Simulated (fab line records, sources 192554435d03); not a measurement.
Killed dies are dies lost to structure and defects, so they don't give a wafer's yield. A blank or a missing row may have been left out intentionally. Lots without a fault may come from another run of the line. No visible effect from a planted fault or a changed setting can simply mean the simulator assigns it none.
Struck lot and sound lot, side by side + flow n5-finfet + 15 steps out of a route of 1938
Sound: the wafers L737.1, L737.2, L737.6. Struck: wafer L747.1; the same lot's L747.4 was not struck, so it is left out; see the end for the cause.
Per side, at each step with rows, come the tool, then ch with its chambers, and then its first start. Under that, the readings that differ: sound wafers + struck wafers + difference of the means + sigmas: that difference in standard deviations of wafers without a fault.
alike: words and numbers the same on both sides, and readings whose means are apart by under 2 such deviations; not compared: readings that were withheld, readings missing a value for some wafer, numbers with overlapping values and no deviation given by the record, and bounds like >300 which may hide the same value.
Wherever a step has rows on one side only, a row that says differs or no value, or a row with sigmas, the two part there. Non-overlapping numbers with no deviation appear without sigmas and do not part them. Lack of a reading on every wafer of one side parts them only where that side has two or more wafers.

first, 7 steps without rows for these wafers: N5_BEOL_M10_COAT_64 (time 60 s, resist thk 30 nm); N5_BEOL_M10_COAT_22 (resist thk 90 nm); N5_BEOL_M10_EBR_24; N5_BEOL_M10_SOFTBAKE_23 (time 60 s); N5_BEOL_M10_EXPOSE_25 (exposes mask V9); N5_BEOL_M10_PEB_26 (peb time 60 s); N5_BEOL_M10_DEVELOP_27 (develop time 30 s).
N5_BEOL_M10_CD_MEAS_28 targets a cd of 70 nm.
  sound on cd-sem-03 ch 0, day 12 17:04; struck on cd-sem-03 ch 0, day 15 01:52
  alike: cd-nm
N5_BEOL_M10_OVL_MEAS_29:
  sound on overlay-01 ch 0, day 12 17:06; struck on overlay-02 ch 0, day 15 01:53
  alike: V9_OVL
N5_BEOL_M10_INSPECT_30: inspects for defects (brightfield).
  sound: defect-inspect-02 at day 12 17:07; struck: defect-inspect-02 at day 15 01:55
  alike: raw-defect-count
N5_BEOL_M10_DESCUM_33: chemistry O2, time 7.9 s.
  sound on rie-diel-02 ch 1,2, day 12 17:10; struck on rie-diel-02 ch 1, day 15 02:25
| reading               | sound             | struck | difference | sigmas |
|-----------------------|-------------------|--------|------------|--------|
| o2-flow-sccm (sccm)   | 225.9 225.5 225.2 | 224.1  | -1.4       | -2     |
| oes-product-au (a.u.) | 1.01 0.75 1.00    | 0.73   | -0.19      | -2     |
| rf-vpp-V (V)          | 246.5 242.0 245.6 | 240.9  | -3.8       | -3     |
  alike: drypump-motor-current-A, showerhead-plenum-p-Torr, temp-c, throttle-valve-pct
  not compared: rf-hours-counter-h
N5_BEOL_M10_ETCH_65: etches SiARC in CF4, target depth 39 nm, time 65 s.
  sound on rie-diel-02 ch 1,2, day 12 17:11; struck on rie-diel-02 ch 1, day 15 02:26
| reading                         | sound             | struck | difference | sigmas |
|---------------------------------|-------------------|--------|------------|--------|
| rf-vpp-V (V)                    | 186.4 183.6 185.4 | 181.6  | -3.5       | -3     |
| showerhead-plenum-p-Torr (Torr) | 2.28 2.06 2.28    | 2.05   | -0.16      | -2     |
  alike: cf4-flow-sccm, drypump-motor-current-A, etch-rf-on-time-s, oes-product-au, throttle-valve-pct
  not compared: rf-hours-counter-h
N5_BEOL_M10_ETCH_66: etches SOC in N2/H2, target depth 120 nm, overetch 24 nm, time 180 s.
  sound on rie-diel-02 ch 1,2, day 12 17:14; struck on rie-diel-02 ch 1, day 15 02:29
| reading                                     | sound             | struck | difference | sigmas |
|---------------------------------------------|-------------------|--------|------------|--------|
| rf-vpp-V (V)                                | 528.6 521.7 528.8 | 519.9  | -6.5       | -2     |
| showerhead-plenum-p-Torr (Torr)             | 2.72 2.43 2.72    | 2.42   | -0.20      | -2     |
| model.SiARC_of_BEOL_M10_COAT_64.thk-nm (nm) | 22.6 22.4 22.6    | 19.6   | -2.9       |        |
  alike: drypump-motor-current-A, h2-flow-sccm, oes-product-au, temp-c, throttle-valve-pct
  not compared: rf-hours-counter-h
then, 1 step without rows for these wafers: N5_BEOL_M10_STRIP_69 (strips in N2/H2).
-- here the record skips 2 days between the struck wafers' starts before and after, leaving off in module BEOL_M10 and picking up in module PASSIVATION (first step shown: number 1936 of the route) --
N5_PASSIVATION_PROBE_49:
  sound: prober-01 at day 14 20:40; struck: prober-01 at day 17 14:10
| reading                | sound | struck | difference | sigmas |
|------------------------|-------|--------|------------|--------|
| sort_bin_4_leakage (%) | 0 0 0 | 0.25   | +0.25      | +8     |
  alike: defect-limited-yield, killed_at_M0_to_M3, killed_at_M4_up, killed-at-contacts, killed-at-front-end, killed-at-other, killed-dies, killed-open, killed-short, sort_bin_5_function, sort_bin_6_memory, sort-n-pass, sort-yield-pct

== WHERE THEY PART ==
At N5_BEOL_M10_DESCUM_33 first; at N5_PASSIVATION_PROBE_49 last (within this record only).

WHY: what had been put in by the simulator
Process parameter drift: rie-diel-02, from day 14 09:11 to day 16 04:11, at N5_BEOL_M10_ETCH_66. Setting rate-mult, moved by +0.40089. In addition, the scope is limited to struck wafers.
